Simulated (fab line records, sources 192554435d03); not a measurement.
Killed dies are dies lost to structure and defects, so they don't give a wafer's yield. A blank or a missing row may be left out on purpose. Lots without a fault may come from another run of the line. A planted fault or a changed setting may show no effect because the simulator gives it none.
Split-lot experiment | flow n5_finfet | 7 lots, 21 wafers read, on a route of 1938 steps

THE SPLIT
At N5_MOL_CONTACT_COAG_ETCH_105 (etches SiARC in CF4, target depth 15.6 nm, time 26 s), the setting bias_w was moved away from the recipe's 36 W on 6 of the 21 wafers read, by -8.6% to +11.3%. The other wafers ran this setting at the recipe's value.

The reading is taken at the split's own step.

THE READING
rf_vpp_V, in V, at N5_MOL_CONTACT_COAG_ETCH_105 (etches SiARC in CF4, target depth 15.6 nm, time 26 s). Fault-free wafers of this fab line usually give 184.1 V, standard deviation 1.1 V.

wafer  | tool, chamber at the split | bias_w as run, W | against the recipe | rf_vpp_V, V | against lot-mates on the recipe
L075.1 | rie_diel-04, 3             | 36               | recipe             | 182.6       | -
L075.2 | rie_diel-04, 0             | 36               | recipe             | 184.0       | -
L075.5 | rie_diel-04, 3             | 36               | recipe             | 182.6       | -
L080.1 | rie_diel-05, 1             | 36               | recipe             | 184.8       | -
L080.5 | rie_diel-05, 0             | 36               | recipe             | 183.3       | -
L080.6 | rie_diel-05, 1             | 38.23            | +6.2%              | 193.1       | +9.0
L082.1 | rie_diel-05, 0             | 36               | recipe             | 183.1       | -
L082.3 | rie_diel-05, 3             | 36               | recipe             | 184.4       | -
L082.4 | rie_diel-05, 2             | 36               | recipe             | 183.4       | -
L084.1 | rie_diel-03, 3             | 40.06            | +11.3%             | 197.5       | +14.1
L084.2 | rie_diel-03, 2             | 36               | recipe             | 183.4       | -
L084.4 | rie_diel-03, 3             | 40.06            | +11.3%             | 197.2       | +13.8
L085.1 | rie_diel-05, 2             | 36               | recipe             | 184.1       | -
L085.5 | rie_diel-05, 3             | 36               | recipe             | 185.0       | -
L085.6 | rie_diel-05, 0             | 36               | recipe             | 183.1       | -
L089.3 | rie_diel-05, 2             | 37.8             | +5.0%              | 190.2       | +6.2
L089.4 | rie_diel-05, 1             | 36               | recipe             | 184.0       | -
L089.6 | rie_diel-05, 2             | 36               | recipe             | 184.0       | -
L094.1 | rie_diel-05, 0             | 32.89            | -8.6%              | 173.4       | -10.3
L094.4 | rie_diel-05, 2             | 32.89            | -8.6%              | 174.0       | -9.7
L094.6 | rie_diel-05, 0             | 36               | recipe             | 183.7       | -

THE FIT
A straight line over all 21 wafers: rf_vpp_V changes by +1.22 V for each +1% of bias_w; r = +0.99; the points scatter about the line by 0.77 V.
The same after taking each lot's own level away (the mean of its wafers on the recipe; 21 wafers): +1.23 V for each +1%; r = +0.99; scatter 0.64 V.
On that fit, the largest move of bias_w shifts the reading by 14 V.
The lots' own levels span 183.07 to 184.07 V, that is 0.9 times the standard deviation above.
So the lot-to-lot level changes the slope little: the two slopes agree.
Check: with one of the wafers moved furthest among these (+11.3%) left out of the fit, the line predicts +13.9 V for it against its lot-mates. It came out at +14.1 V against them.
Tool readings at the split's step, against how far the setting was moved: rf_vpp_V r = +0.99.

THE FILE'S OWN FIT
rf_vpp_V changes by +1.25 V for each +1% of bias_w, r = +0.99.
